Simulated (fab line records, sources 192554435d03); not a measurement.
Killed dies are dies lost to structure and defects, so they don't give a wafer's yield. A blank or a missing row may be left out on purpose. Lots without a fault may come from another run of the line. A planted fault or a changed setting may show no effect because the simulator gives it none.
Chamber matching | flow n5_finfet | N5_BEOL_M10_DESCUM_33 on rie_diel-06: 4 sister chambers
The step chemistry O2, time 7.9 s. 14 wafers are shown with their chamber, then 7 later ones without.

WAFERS WITH THEIR CHAMBER
wafer  | chamber | throttle_valve_pct (%) | showerhead_plenum_p_Torr (Torr) | oes_product_au (a.u.)
L083.3 | 3       | 20.0                   | 2.04                            | 0.85
L083.4 | 1       | 20.0                   | 2.11                            | 0.80
L083.5 | 0       | 20.5                   | 2.13                            | 0.71
L084.1 | 2       | 20.5                   | 2.14                            | 0.89
L084.4 | 0       | 20.5                   | 2.13                            | 0.71
L084.6 | 0       | 20.5                   | 2.13                            | 0.71
L088.1 | 3       | 20.0                   | 2.03                            | 0.84
L088.3 | 0       | 20.5                   | 2.12                            | 0.71
L088.5 | 0       | 20.5                   | 2.12                            | 0.72
L090.1 | 3       | 20.0                   | 2.03                            | 0.83
L090.2 | 1       | 20.1                   | 2.10                            | 0.79
L090.6 | 2       | 20.6                   | 2.13                            | 0.87
L096.1 | 3       | 20.0                   | 2.03                            | 0.82
L096.3 | 0       | 20.5                   | 2.12                            | 0.70

SIGNATURES (means of the wafers above)
reading                  | chamber 0 | chamber 1 | chamber 2 | chamber 3 | scatter within a chamber
throttle_valve_pct       | 20.500    | 20.050    | 20.550    | 20.000    | 0.0316
showerhead_plenum_p_Torr | 2.1250    | 2.1050    | 2.1350    | 2.0325    | 0.0057
oes_product_au           | 0.7100    | 0.7950    | 0.8800    | 0.8350    | 0.00975
Rule: a wafer's distance from a chamber is the root of the sum, over the readings, of the square of ((its reading less the chamber's mean) divided by the reading's scatter). The wafer belongs to the nearest chamber; if the next one is less than 2 further off, it can't be placed. The scatter: the root of (the sum of the squares of (reading less its chamber's mean) over the shown wafers, divided by (wafers less chambers)).

WAFERS WITHOUT THEIR CHAMBER
wafer  | throttle_valve_pct (%) | showerhead_plenum_p_Torr (Torr) | oes_product_au (a.u.)
L096.5 | 20.0                   | 2.03                            | 0.81
L094.2 | 20.1                   | 2.10                            | 0.79
L094.3 | 20.6                   | 2.13                            | 0.86
L094.5 | 20.0                   | 2.03                            | 0.83
L097.1 | 20.1                   | 2.10                            | 0.77
L097.4 | 20.0                   | 2.03                            | 0.81
L097.5 | 20.1                   | 2.10                            | 0.78

WHICH CHAMBER EACH WENT THROUGH
wafer  | from the rows above | in truth
L096.5 | 3                   | 3
L094.2 | 1                   | 1
L094.3 | 2                   | 2
L094.5 | 3                   | 3
L097.1 | 1                   | 1
L097.4 | 3                   | 3
L097.5 | 1                   | 1
Placed correctly: 7 of 7. Can't be placed from these rows: 0. Placed wrongly: 0.
